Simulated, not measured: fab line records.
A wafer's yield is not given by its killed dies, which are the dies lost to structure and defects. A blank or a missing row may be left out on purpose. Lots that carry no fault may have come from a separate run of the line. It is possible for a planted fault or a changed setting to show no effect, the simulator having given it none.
2 desks, one fault :: flow nand_harc :: only its own numbers are on each desk; what lay behind them is given at the end

AT THE METROLOGY DESK
Means of the sampled wafers that have a number, per lot and without regard to the tool the lot ran on: this is what the gauges read. Marked OUT: a lot whose mean sits more than 4 standard deviations from the usual mean, which makes it out of limits; the brackets give that distance.
Columns: A = thk_nm at NHARC_A_ONON_D2_THK_MEAS_24, usual 999 nm; B = thk_nm at NHARC_A_ONON_D2_THK_MEAS_27, usual 1004 nm
lot: L964
first seen here: day 12 18:50
A: 992
B: 1004

lot: L966
first seen here: day 13 12:50
A: 1011
B: 1003

lot: L967
first seen here: day 14 05:32
A: 994
B: 991

lot: L968
first seen here: day 14 11:34
A: 991
B: 1002

lot: L969
first seen here: day 14 11:34
A: 998
B: 1017

lot: L970
first seen here: day 15 07:16
A: 991
B: 997

lot: L971
first seen here: day 15 07:17
A: 1012
B: 1019

lot: L973
first seen here: day 16 03:14
A: 995
B: 986

lot: L972
first seen here: day 16 03:14
A: 986
B: 994

lot: L981
first seen here: day 19 16:23
A: 1006
B: 1092 (+8.0) OUT

lot: L982
first seen here: day 20 12:23
A: 1007
B: 1058 (+4.9) OUT

lot: L984
first seen here: day 21 04:28
A: 1000
B: 1064 (+5.5) OUT

lot: L986
first seen here: day 21 22:02
A: 994
B: 1006

lot: L987
first seen here: day 22 15:54
A: 1003
B: 988
This desk's finding: out of limits on L981, L982, L984; first on L981, day 19 16:58 (thk_nm at NHARC_A_ONON_D2_THK_MEAS_27). L964, L966, L967, L968, L969, L970, L971, L973, L972, L986, L987 stayed within limits.

THE DEFECT DESK
Counts from the inspections along the route, per lot, as means over the sampled wafers that have a number. Marked OUT: a lot whose mean sits more than 4 standard deviations from the usual mean, which makes it out of limits; the brackets give that distance.
Columns: A = raw_defect_count at NHARC_A_ONON_D2_INSPECT_32, usual 408
lot: L964
first seen here: day 12 20:34
A: 417

lot: L966
first seen here: day 13 14:32
A: 641

lot: L967
first seen here: day 14 07:13
A: 278

lot: L969
first seen here: day 14 13:14
A: 382

lot: L968
first seen here: day 14 13:14
A: 263

lot: L970
first seen here: day 15 08:57
A: 734

lot: L971
first seen here: day 15 08:58
A: 392

lot: L973
first seen here: day 16 04:54
A: 404

lot: L972
first seen here: day 16 04:55
A: 348

lot: L981
first seen here: day 19 18:04
A: 282

lot: L982
first seen here: day 20 14:04
A: 686

lot: L984
first seen here: day 21 06:08
A: 291

lot: L986
first seen here: day 21 23:43
A: 409

lot: L987
first seen here: day 22 17:35
A: 305
This desk's verdict: no lot among the 14 shows anything out of limits.

PUT TOGETHER
Metrology desk: alarm possible at day 19 16:58 on L981, L982, L984.
No out-of-limits result turned up at the defect desk.
The defect desk has L981, L982, L984 on record, within its limits.
The lots listed all ran NHARC_A_ONON_D2_DEP_25 on pecvd_onon-03.

WHAT THE SIMULATOR HAD PUT IN
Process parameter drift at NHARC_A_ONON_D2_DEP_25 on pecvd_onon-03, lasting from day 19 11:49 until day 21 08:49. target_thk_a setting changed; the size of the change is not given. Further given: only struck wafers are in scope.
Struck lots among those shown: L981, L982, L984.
Hours from the fault's start to each desk's first reading out of limits: the metrology desk, 5.
